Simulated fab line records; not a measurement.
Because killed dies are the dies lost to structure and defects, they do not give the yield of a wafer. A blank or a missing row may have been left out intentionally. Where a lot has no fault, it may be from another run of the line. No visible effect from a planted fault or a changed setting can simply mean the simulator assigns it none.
Matching of chambers / flow nand_harc / 4 sister chambers for NHARC_P_M2_ETCH_15 on rie_diel-02
The step etches the open film in C4F8/Ar, target depth 182.5 nm, time 91.2 s. 8 wafers are shown with their chamber, then 7 later ones without.

WAFERS PAIRED WITH THEIR CHAMBERS
wafer=L274.2; chamber=2; rf_vpp_V (V)=443.0; chamber_pressure_mTorr (mTorr)=24.983
wafer=L279.2; chamber=3; rf_vpp_V (V)=440.3; chamber_pressure_mTorr (mTorr)=24.979
wafer=L279.5; chamber=2; rf_vpp_V (V)=442.7; chamber_pressure_mTorr (mTorr)=24.973
wafer=L285.2; chamber=1; rf_vpp_V (V)=444.1; chamber_pressure_mTorr (mTorr)=25.007
wafer=L285.5; chamber=0; rf_vpp_V (V)=438.9; chamber_pressure_mTorr (mTorr)=25.001
wafer=L285.6; chamber=3; rf_vpp_V (V)=438.9; chamber_pressure_mTorr (mTorr)=24.990
wafer=L290.1; chamber=0; rf_vpp_V (V)=438.8; chamber_pressure_mTorr (mTorr)=25.005
wafer=L290.3; chamber=1; rf_vpp_V (V)=443.8; chamber_pressure_mTorr (mTorr)=24.964

WAFERS WITH NO CHAMBER GIVEN
wafer=L290.6; rf_vpp_V (V)=440.2; chamber_pressure_mTorr (mTorr)=24.997
wafer=L294.1; rf_vpp_V (V)=442.7; chamber_pressure_mTorr (mTorr)=24.951
wafer=L294.5; rf_vpp_V (V)=442.7; chamber_pressure_mTorr (mTorr)=24.964
wafer=L294.6; rf_vpp_V (V)=439.6; chamber_pressure_mTorr (mTorr)=24.997
wafer=L293.2; rf_vpp_V (V)=441.1; chamber_pressure_mTorr (mTorr)=25.018
wafer=L293.3; rf_vpp_V (V)=438.4; chamber_pressure_mTorr (mTorr)=25.002
wafer=L293.6; rf_vpp_V (V)=443.8; chamber_pressure_mTorr (mTorr)=25.004

EACH ONE'S CHAMBER
wafer=L290.6; from the rows above=can't be placed: 3 or 0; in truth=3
wafer=L294.1; from the rows above=can't be placed: 2 or 1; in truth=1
wafer=L294.5; from the rows above=can't be placed: 2 or 1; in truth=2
wafer=L294.6; from the rows above=can't be placed: 3 or 0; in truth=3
wafer=L293.2; from the rows above=can't be placed: 3 or 2 or 0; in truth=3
wafer=L293.3; from the rows above=can't be placed: 0 or 3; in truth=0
wafer=L293.6; from the rows above=can't be placed: 1 or 2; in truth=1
0 of 7 placed correctly. Cannot be placed on the basis of these rows: 7; the candidates contain the true chamber in 7. 0 placed wrongly.
How it was worked out, from the rows above alone: a wafer's distance from a chamber is the root of the sum, over the readings, of the square of ((its reading less the chamber's mean) divided by the reading's scatter). The wafer belongs to the nearest chamber; if the next one is less than 2 further off, it can't be placed. For every chamber, the mean is computed from those of its wafers that are shown. The scatter: the root of (the sum of the squares of (reading less its chamber's mean) over the shown wafers, divided by (wafers less chambers)).
